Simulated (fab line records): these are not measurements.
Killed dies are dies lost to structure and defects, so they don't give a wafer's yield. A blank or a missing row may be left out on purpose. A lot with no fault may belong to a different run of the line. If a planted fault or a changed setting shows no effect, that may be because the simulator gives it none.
Matching of chambers -- flow n5_finfet -- N5_BEOL_M6_DESCUM_33 on rie_diel-02 has 4 sister chambers
The step chemistry O2, time 7 s. 8 wafers are shown with their chamber, then 8 later ones without.

## WAFERS, EACH WITH ITS CHAMBER
wafer,chamber,throttle_valve_pct (%),drypump_motor_current_A (A)
L080.3,3,20.60,5.9
L082.5,3,20.60,6.0
L085.2,0,20.44,5.0
L085.6,1,19.97,5.5
L088.1,1,19.97,5.5
L088.3,2,20.52,6.2
L088.4,0,20.46,5.1
L092.1,2,20.50,6.2

## WAFERS WHOSE CHAMBER IS MISSING
wafer,throttle_valve_pct (%),drypump_motor_current_A (A)
L092.2,20.46,5.0
L092.3,19.99,5.5
L096.2,20.46,5.0
L096.4,20.54,6.2
L096.6,20.53,6.2
L097.3,20.47,5.1
L097.5,19.98,5.5
L097.6,20.47,5.1

## EACH ONE'S CHAMBER
wafer,from the rows above,in truth
L092.2,0,0
L092.3,1,1
L096.2,0,0
L096.4,2,2
L096.6,2,2
L097.3,0,0
L097.5,1,1
L097.6,0,0
8 of 8 placed correctly. Number that these rows cannot place: 0. Placed wrongly: 0.
How it was worked out, from the rows above alone: a wafer's distance from a chamber is the root of the sum, over the readings, of the square of ((its reading less the chamber's mean) divided by the reading's scatter). If the next closest chamber is less than 2 further off than the closest, the wafer can't be placed; otherwise it belongs to the closest. For every chamber, the mean is computed from those of its wafers that are shown. The scatter: the root of (the sum of the squares of (reading less its chamber's mean) over the shown wafers, divided by (wafers less chambers)).
